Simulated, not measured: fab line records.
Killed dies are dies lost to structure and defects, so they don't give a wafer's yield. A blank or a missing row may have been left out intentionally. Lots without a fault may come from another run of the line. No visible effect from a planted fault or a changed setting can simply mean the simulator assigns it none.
Code-filled problem report in 8D (eight disciplines) form / flow nand-harc / the parts of the form that need people (team, actions taken, sign-off) are left out

## 1. WHAT WENT WRONG
Mean of killed-at-periphery at NHARC_END_SORT_01: 620.0 across 3 wafers in 3 lots; on wafers with no fault it is 2.6 (standard deviation 2.1). That is +99 or more standard deviations from the usual mean.
Seen first at day 24 06:23 on prober-01, wafer L261.3. Wafers with a number at this step in the record: 14, from 5 lots. Rule for "out" (also "out of limits"): further than 4 standard deviations from the usual mean. The other wafers with a number count as sound.

## 2. WHAT IT IS AND WHAT IT IS NOT
question=which readings at this step | is=killed-at-periphery, killed-dies | is not=killed-at-array, killed-open, killed-short
question=which lots | is=L260, L261, L263 | is not=L266, L269
question=which wafers of those lots | is=L260.4, L261.3, L263.4 | is not=L260.2, L261.5, L261.6, L263.5, L263.6
question=read on which gauges | is=prober-01 | is not=prober-02
question=when | is=from day 24 06:23 | is not=up to then (1 sound wafer); but 10 sound wafers of L260, L261, L263, L266, L269 came after

## 3. WHAT RULES OUT EACH SUSPECT
Counting: if a tool at a process step up to the reading ran every lot that is out, it stays a suspect. Sound lots after the first of them don't rule it out here, since some wafers of a struck lot are sound.
- the gauge at NHARC_END_SORT_01 has been ruled out. All the wafers that are out were read on prober-01, but those of them that NHARC_P_CONTACT_ETCH_35 has rows for are out there too, on other tools.
- rie-diel-08 at NHARC_P_CONTACT_ETCH_35 (etches the open film in CF4, target depth 39 nm, time 65 s): kept. It ran every lot that is out, first L260 (day 7 08:10). Its own readings are out on those wafers: oes-product-au.
After counting, what remains is rie-diel-08 at NHARC_P_CONTACT_ETCH_35.

## 4. THE CAUSE (what the simulator had put in)
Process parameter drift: rie-diel-08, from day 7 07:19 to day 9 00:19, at NHARC_P_CONTACT_ETCH_35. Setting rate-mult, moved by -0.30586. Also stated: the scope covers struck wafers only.
After counting, this tool was the only one left.

## 5. SEQUENCE OF EFFECTS, ordered by route
One row per reading whose mean, taken over the struck wafers that have a number, lies over 3 standard deviations from the usual. Scope: only readings with a usual standard deviation given in the record; hours: median across lots of the time from each lot's start at the first step in this table that gives one to its start at this step; sigmas: change in usual standard deviations.
hours=0; step=NHARC_P_CONTACT_ETCH_35; reading=oes-product-au; usual=0.999 a.u.; on struck wafers=0.809; change=-0.190; sigmas=-25
hours=393; step=NHARC_END_SORT_01; reading=killed-at-periphery; usual=2.6; on struck wafers=620.0; change=+617.4; sigmas=+99 or more
hours=393; step=NHARC_END_SORT_01; reading=killed-dies; usual=31; on struck wafers=644; change=+613; sigmas=+56
The process steps in it:
- NHARC_P_CONTACT_ETCH_35: etches the open film in CF4, target depth 39 nm, time 65 s.

## 6. HOW IT WOULD HAVE BEEN CAUGHT EARLIER
407 hours passed between the start of the fault at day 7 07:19 and the first reading out of limits at a measuring or inspecting step in this record, taken at day 24 06:23.
The tool's own readings at NHARC_P_CONTACT_ETCH_35 were out on every struck wafer that the step has a row for (oes-product-au): an alarm limit on them would have fired on the first of those.
Lots out: 3; all had begun NHARC_P_CONTACT_ETCH_35 on rie-diel-08 by day 24 06:23. Holding the tool at that point would not have protected any of them.
